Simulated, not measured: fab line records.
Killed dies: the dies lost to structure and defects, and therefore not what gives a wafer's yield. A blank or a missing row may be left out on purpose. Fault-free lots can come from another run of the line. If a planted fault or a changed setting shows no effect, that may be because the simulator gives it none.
A struck lot beside a sound one :: flow nand-harc :: 28 out of 1159 route steps
Sound: these wafers, L930.2, L930.3, L930.4. Struck: wafer L936.5. Last of all comes the cause.
Order at every step that has rows: each side's tool, ch and its chambers, its first start. Under that, the readings that differ: sound wafers :: struck wafers :: difference of the means :: sigmas: that difference in standard deviations of wafers without a fault.
alike: readings with means less than 2 such deviations apart, plus words and numbers identical on both sides. not compared: withheld readings, readings lacking a value on some wafer, bounds such as >300 that could conceal the same value, and numbers that have no deviation in the record and whose values overlap.
A row with sigmas, a row that says differs or no value, or rows on one side alone: a step with any of these is where the two part. Numbers that don't overlap but have no deviation are shown without sigmas and don't part them. Lack of a reading on every wafer of one side parts them only where that side has two or more wafers.

first, 7 steps without rows for these wafers: NHARC_P_M1_COAT_34 (time 65 s); NHARC_P_M1_COAT_03 (resist thk 90 nm); NHARC_P_M1_SOFTBAKE_04 (time 55 s); NHARC_P_M1_EBR_05; NHARC_P_M1_EXPOSE_06 (exposes mask P M1, target cd 130 nm); NHARC_P_M1_PEB_07 (peb time 65 s); NHARC_P_M1_DEVELOP_08 (develop time 35 s).
NHARC_P_M1_CD_MEAS_09: the cd target is 130 nm.
  sound on cd-sem-01 ch 0, day 6 14:45; struck on cd-sem-01 ch 0, day 8 04:28
  alike: cd-nm
NHARC_P_M1_OVL_MEAS_10: pitch 260 nm.
  sound on overlay-02 at day 6 14:50; struck on overlay-01 at day 8 04:32
  alike: overlay-x-nm, overlay-y-nm
NHARC_P_M1_INSPECT_11:
  sound on defect-inspect-01 at day 6 14:52; struck on defect-inspect-02 at day 8 04:34
  alike: raw-defect-count
then, 1 step without rows for these wafers: NHARC_P_M1_DESCUM_14 (chemistry O2, time 3 s).
NHARC_P_M1_ETCH_35: etches the open film in N2/H2, target depth 40 nm, overetch 12 nm, time 43.94 s.
  sound on rie-diel-07 ch 0,2,3, day 6 15:01; struck on rie-diel-07 ch 0, day 8 04:44
  alike: drypump-motor-current-A, oes-product-au, rf-vpp-V, showerhead-plenum-p-Torr, throttle-valve-pct
  not compared: rf-hours-counter-h
NHARC_P_M1_ETCH_15: etches the open film in C4F8/Ar, target depth 182.5 nm, time 91.2 s.
  sound on rie-diel-07 ch 1,2,3, day 6 15:06; struck on rie-diel-07 ch 3, day 8 04:50
  alike: oes-product-au, rf-vpp-V
  not compared: rf-hours-counter-h
NHARC_P_M1_CD_MEAS_16:
  sound on cd-sem-02 at day 6 15:14; struck on cd-sem-01 at day 8 04:57
  alike: cd-nm
then, 4 steps without rows for these wafers: NHARC_P_M1_STRIP_18 (strips in N2/H2); NHARC_P_M1_ETCH_28 (etches the open film in CF4/N2, target depth 30 nm, time 72.99 s); NHARC_P_M1_STRIP_19 (strips in post etch residue remover, time 600 s); NHARC_P_M1_DEGAS_29 (time 60 s).
NHARC_P_M1_PRE_CLEAN_30: time 30 s.
  sound on pvd-sputter-02; struck on pvd-sputter-02
  alike: heater-power-w
then, 3 steps without rows for these wafers: NHARC_P_M1_PVD_20 (deposits TaN, target thk 5 nm, time 8.06 s); NHARC_P_M1_PVD_21 (deposits Cu, target thk 30 nm, time 20.49 s); NHARC_P_M1_ECD_22 (material Cu, target thk 400 nm).
NHARC_P_M1_ANNEAL_31: time 90 s.
  sound on rtp-anneal-02 ch 0, day 6 16:46; struck on rtp-anneal-01 ch 0, day 8 06:35
reading: wafer_temp_C_max
sound: 225.59 226.10 225.89
struck: 226.43
difference: +0.57
sigmas: +2
NHARC_P_M1_CMP_23: polishes, t overpolish 20 s, target thk 157.82 nm.
  sound on cmp-04 ch 1,2,3, day 6 17:05; struck on cmp-03 ch 0, day 8 06:50
  alike: motor-current-A, time-to-endpoint-s
NHARC_P_M1_THK_MEAS_24: measures by xrf.
  sound on film-metro-02 at day 6 17:23; struck on film-metro-01 at day 8 07:03
  alike: thk-nm
after that, 1 step had no rows for these wafers: NHARC_P_M1_SRD_25.
NHARC_P_M1_PRE_CLEAN_32: time 12 s.
  sound on pecvd-04 ch 0,2, day 6 17:37; struck on pecvd-03 ch 2, day 8 10:44
reading: hold
sound: - - -
struck: await-dispo/3.2h/release
difference: no value on the sound wafers
sigmas: 
  alike: heater-power-w
  not compared: since-wet-clean-h
-- jump in the record: it breaks off in module P_M1 and resumes in module END (first step shown: number 1159 of the route), and 16 days separate the struck wafers' starts before and after --
NHARC_END_SORT_01:
  the record has rows for the struck wafers here (prober-02 ch 0, day 24 11:21) and none for the sound ones

== WHERE THEY PART ==
Last at NHARC_END_SORT_01 as far as this record goes, first at NHARC_P_M1_ANNEAL_31.

WHY: what the simulator had put in
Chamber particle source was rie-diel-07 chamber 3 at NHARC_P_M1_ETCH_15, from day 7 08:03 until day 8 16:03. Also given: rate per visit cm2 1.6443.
